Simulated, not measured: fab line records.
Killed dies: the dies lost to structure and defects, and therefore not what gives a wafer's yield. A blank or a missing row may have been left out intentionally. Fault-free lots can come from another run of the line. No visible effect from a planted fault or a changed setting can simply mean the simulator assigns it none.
Problem report, 8D (eight disciplines) form, completed by code + flow n5 finfet + the parts of the form that need people (team, actions taken, sign-off) are left out

1. THE ISSUE
N5_BEOL_M5_OCD_MEAS_38, trench depth nm: mean 17.2 nm over 1 wafer from 1 lot; wafers with no fault: 70.9 nm, standard deviation 1.4. That puts it -38 standard deviations away from the usual mean.
First seen on wafer L669.2, day 13 21:41, on ocd-01. The record holds 20 wafers of 7 lots with a number at this step. By rule, "out" or "out of limits" means more than 4 standard deviations away from the usual mean. All remaining wafers that have a number are taken as sound.

2. WHAT IT IS; WHAT IT IS NOT
| question                    | is                | is not                                                              |
|-----------------------------|-------------------|---------------------------------------------------------------------|
| which readings at this step | trench depth nm   | -                                                                   |
| which lots                  | L669              | L660, L661, L662, L663, L664, L673                                  |
| which wafers of those lots  | L669.2            | L669.3, L669.6                                                      |
| read on which gauges        | ocd-01            | ocd-02                                                              |
| when                        | from day 13 21:41 | up to then (16 sound wafers); but 3 sound wafers of L673 came after |

3. THE SUSPECTS, EACH WITH WHAT RULES IT OUT
Counting: if a tool at a process step up to the reading ran every lot that is out, it stays a suspect. Sound lots after the first of them don't rule it out here, since some wafers of a struck lot are sound.
- the gauge at N5_BEOL_M5_OCD_MEAS_38: ruled out. All the wafers that are out were read on ocd-01, but those of them that N5_BEOL_M5_TRENCH_ETCH_37 has rows for are out there too, on other tools.
- rie diel-05 at N5_BEOL_M5_STRIP_64 (strips in CF4): kept. It ran the lot that is out, L669 (day 13 16:53).
- rie diel-04 at N5_BEOL_M5_STRIP_19 (strips in O2): kept. The lot that is out, L669, ran on it at day 13 17:08; the last sound lot it ran before that was L663, at day 12 16:08.
- rie diel-05 at N5_BEOL_M5_ETCH_67 (etches SiARC in CF4, target depth 15.6 nm, time 26 s): kept. The lot that is out, L669, ran on it at day 13 21:19; the last sound lot it ran before that was L664, at day 12 18:13.
- rie diel-05 at N5_BEOL_M5_TRENCH_ETCH_37 (etches SiCOH lowk in C4F6/O2, target depth 71.652 nm, time 24.7 s): kept. The lot that is out, L669, ran on it at day 13 21:32; the last sound lot it ran before that was L664, at day 12 18:26. On those wafers its own readings are out: run length s.
- Within rie diel-04 at N5_BEOL_M5_STRIP_19, the wafers that are out were processed in chamber 1 and their sound lot-mates in chamber 0.
- Within rie diel-05 at N5_BEOL_M5_ETCH_67, the wafers that are out were processed in chamber 0 and their sound lot-mates in chamber 3.
- Within rie diel-05 at N5_BEOL_M5_TRENCH_ETCH_37, the wafers that are out were processed in chamber 0 and their sound lot-mates in chamber 3.
Left after counting: rie diel-05 at N5_BEOL_M5_STRIP_64, rie diel-04 at N5_BEOL_M5_STRIP_19, rie diel-05 at N5_BEOL_M5_ETCH_67, rie diel-05 at N5_BEOL_M5_TRENCH_ETCH_37.

4. THE CAUSE (what the simulator had put in)
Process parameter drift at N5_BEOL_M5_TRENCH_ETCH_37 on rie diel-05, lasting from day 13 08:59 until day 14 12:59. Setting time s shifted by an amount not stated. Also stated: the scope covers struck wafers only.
This tool is one of the 4 suspects left after counting.

5. SEQUENCE OF EFFECTS, ordered by route
Each row: a reading whose mean over the struck wafers that have a number lies more than 3 standard deviations from the usual. Only readings whose record carries a usual standard deviation are examined. hours: median over the lots of the time between each lot's start at the first step of this table that gives one and its start at this step. sigmas: the change, counted in usual standard deviations.
| hours | step                      | reading              | usual        | on struck wafers | change | sigmas      |
|-------|---------------------------|----------------------|--------------|------------------|--------|-------------|
| 0     | N5_BEOL_M5_TRENCH_ETCH_37 | run length s         | 48.1 s       | 29.1             | -19.0  | -33         |
| 0     | N5_BEOL_M5_OCD_MEAS_38    | trench depth nm      | 70.9 nm      | 17.2             | -53.7  | -38         |
| 7     | N5_BEOL_M5_THK_MEAS_53    | M5_THK               | 60.4 nm      | 6.5              | -53.9  | -30         |
| 7     | N5_BEOL_M5_RS_MEAS_57     | M5_RS                | 0.395 ohm/sq | 8.414            | +8.019 | +99 or more |
| 105   | N5_PASSIVATION_PROBE_49   | defect limited yield | 91.2 %       | 0.0              | -91.2  | -57         |
| 105   | N5_PASSIVATION_PROBE_49   | killed_at_M4_up      | 14           | 1071             | +1057  | +99 or more |
| 105   | N5_PASSIVATION_PROBE_49   | killed dies          | 104          | 1180             | +1076  | +57         |
| 105   | N5_PASSIVATION_PROBE_49   | killed on rim        | 13           | 152              | +139   | +36         |
| 105   | N5_PASSIVATION_PROBE_49   | sort_bin_5_function  | 5.1 %        | 95.8             | +90.7  | +91         |
| 105   | N5_PASSIVATION_PROBE_49   | sort n pass          | 1075         | 0                | -1075  | -49         |
| 105   | N5_PASSIVATION_PROBE_49   | sort yield pct       | 91.1 %       | 0.0              | -91.1  | -48         |
Process steps it contains:
- N5_BEOL_M5_TRENCH_ETCH_37: etches SiCOH lowk in C4F6/O2, target depth 71.652 nm, time 24.7 s.
- N5_PASSIVATION_PROBE_49

6. HOW IT WOULD HAVE BEEN CAUGHT EARLIER
Counted from the fault's start at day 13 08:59, it took 13 hours until the first out-of-limits reading at a measuring or inspecting step in this record, taken at day 13 21:41.
Tool's own readings at N5_BEOL_M5_TRENCH_ETCH_37, run length s: out on all struck wafers the step has rows for; an alarm limit on them would have tripped on the first.
Each of the lots that are out, 1 in all, had begun N5_BEOL_M5_TRENCH_ETCH_37 on rie diel-05 no later than day 13 21:41. Holding the tool at that point would not have protected any of them.
